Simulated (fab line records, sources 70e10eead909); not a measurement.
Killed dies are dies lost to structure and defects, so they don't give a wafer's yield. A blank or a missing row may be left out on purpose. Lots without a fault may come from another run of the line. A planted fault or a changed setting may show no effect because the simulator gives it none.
Tool commonality check | flow nand_harc | 3 lots, 7 wafers sampled

WHY IT WAS OPENED
At NHARC_END_SORT_01 the reading sort_bin_2_pct is flagged on 2 of 3 lots. Wafers without a fault read 1.5 %, standard deviation 0.61.
Rule: a lot is flagged when every wafer of it that has a number lies more than 4 standard deviations from that mean, or none has a number. The other lots count as sound.

lot  | measured     | on        | sort_bin_2_pct (%), wafer by wafer | flag
L869 | day 20 01:16 | prober-02 | 36.5 37.4 34.3                     | FLAGGED
L868 | day 20 08:23 | prober-01 | 38.8 35.0 35.6                     | FLAGGED
L873 | day 22 01:18 | prober-01 | 2.7                                |
The numbers of the flagged lots are 36.3 % on average: +34.8 % against the usual, or +57 standard deviations.

WHICH TOOL RAN EACH LOT
The record holds 4 process steps before the reading, out of a route of 1159 steps. In each cell: the tool, then ch and the chambers that the sampled wafers went through, then the start.
lot  | flag    | NHARC_A_M1_ECD_22              | NHARC_THIN_TSV_ETCH_44             | NHARC_THIN_TSV_PRE_CLEAN_50             | NHARC_THIN_TSV_PRE_CLEAN_54
L869 | FLAGGED | ecd_cu-02 ch 0,1, day 18 16:34 | rie_diel-03 ch 0,1,3, day 19 11:58 | pvd_sputter-01, day 19 16:34 or earlier | pvd_sputter-03, day 19 16:34
L868 | FLAGGED | ecd_cu-02 ch 0,1, day 18 11:16 | rie_diel-03 ch 0,2,3, day 19 10:53 | pvd_sputter-01, day 19 15:25 or earlier | pvd_sputter-03, day 19 15:25
L873 |         | ecd_cu-01 ch 0,1, day 20 08:33 | rie_diel-03 ch 1,2,3, day 21 10:29 | pvd_sputter-03, day 21 15:14 or earlier | pvd_sputter-02, day 21 15:14
What these steps do:
- NHARC_A_M1_ECD_22: material Cu, target thk 400 nm.
- NHARC_THIN_TSV_ETCH_44: etches the open film in CF4/O2, target depth 1594.2 nm, time 797.1 s.
- NHARC_THIN_TSV_PRE_CLEAN_50: time 30 s.
- NHARC_THIN_TSV_PRE_CLEAN_54: time 30 s.
- NHARC_END_SORT_01

FLAGGED OVER TOTAL, TOOL BY TOOL (the gauges that took the reading come last)
step                        | tool           | lots run | flagged | share of the flagged lots | sound lots run after its first flagged lot
NHARC_A_M1_ECD_22           | ecd_cu-01      | 1        | 0       | none                      | -
NHARC_A_M1_ECD_22           | ecd_cu-02      | 2        | 2       | all                       | 0
NHARC_THIN_TSV_ETCH_44      | rie_diel-03    | 3        | 2       | all                       | 1 (L873)
NHARC_THIN_TSV_PRE_CLEAN_50 | pvd_sputter-01 | 2        | 2       | all                       | 0
NHARC_THIN_TSV_PRE_CLEAN_50 | pvd_sputter-03 | 1        | 0       | none                      | -
NHARC_THIN_TSV_PRE_CLEAN_54 | pvd_sputter-02 | 1        | 0       | none                      | -
NHARC_THIN_TSV_PRE_CLEAN_54 | pvd_sputter-03 | 2        | 2       | all                       | 0
NHARC_END_SORT_01           | prober-01      | 2        | 1       | some                      | 1 (L873)
NHARC_END_SORT_01           | prober-02      | 1        | 1       | some                      | 0
NHARC_THIN_TSV_PRE_CLEAN_50 gives no start for some lots, so the hours and the order of its lots are those of NHARC_THIN_TSV_PRE_CLEAN_54.

WHAT THE TABLE ALLOWS
4 rows of the table ran every flagged lot: ecd_cu-02 at NHARC_A_M1_ECD_22, rie_diel-03 at NHARC_THIN_TSV_ETCH_44, pvd_sputter-01 at NHARC_THIN_TSV_PRE_CLEAN_50, pvd_sputter-03 at NHARC_THIN_TSV_PRE_CLEAN_54.
- ecd_cu-02 at NHARC_A_M1_ECD_22: 2 of its 2 lots flagged. It ran no sound lot before its first flagged lot in this sample, so the start can't be narrowed down.
- rie_diel-03 at NHARC_THIN_TSV_ETCH_44: 2 of its 3 lots flagged. Sound lots ran on it after the first flagged one (L873), which a lasting fault on the whole tool wouldn't allow.
- pvd_sputter-01 at NHARC_THIN_TSV_PRE_CLEAN_50: 2 of its 2 lots flagged. It ran no sound lot before its first flagged lot in this sample, so the start can't be narrowed down.
- pvd_sputter-03 at NHARC_THIN_TSV_PRE_CLEAN_54: 2 of its 2 lots flagged. It ran no sound lot before its first flagged lot in this sample, so the start can't be narrowed down.
Counting lots can't tell these 3 tools apart, because each fits a fault that began at some hour. More lots, or a look at what each step does to the wafer, might.

WHAT THE SIMULATOR HAD PUT IN
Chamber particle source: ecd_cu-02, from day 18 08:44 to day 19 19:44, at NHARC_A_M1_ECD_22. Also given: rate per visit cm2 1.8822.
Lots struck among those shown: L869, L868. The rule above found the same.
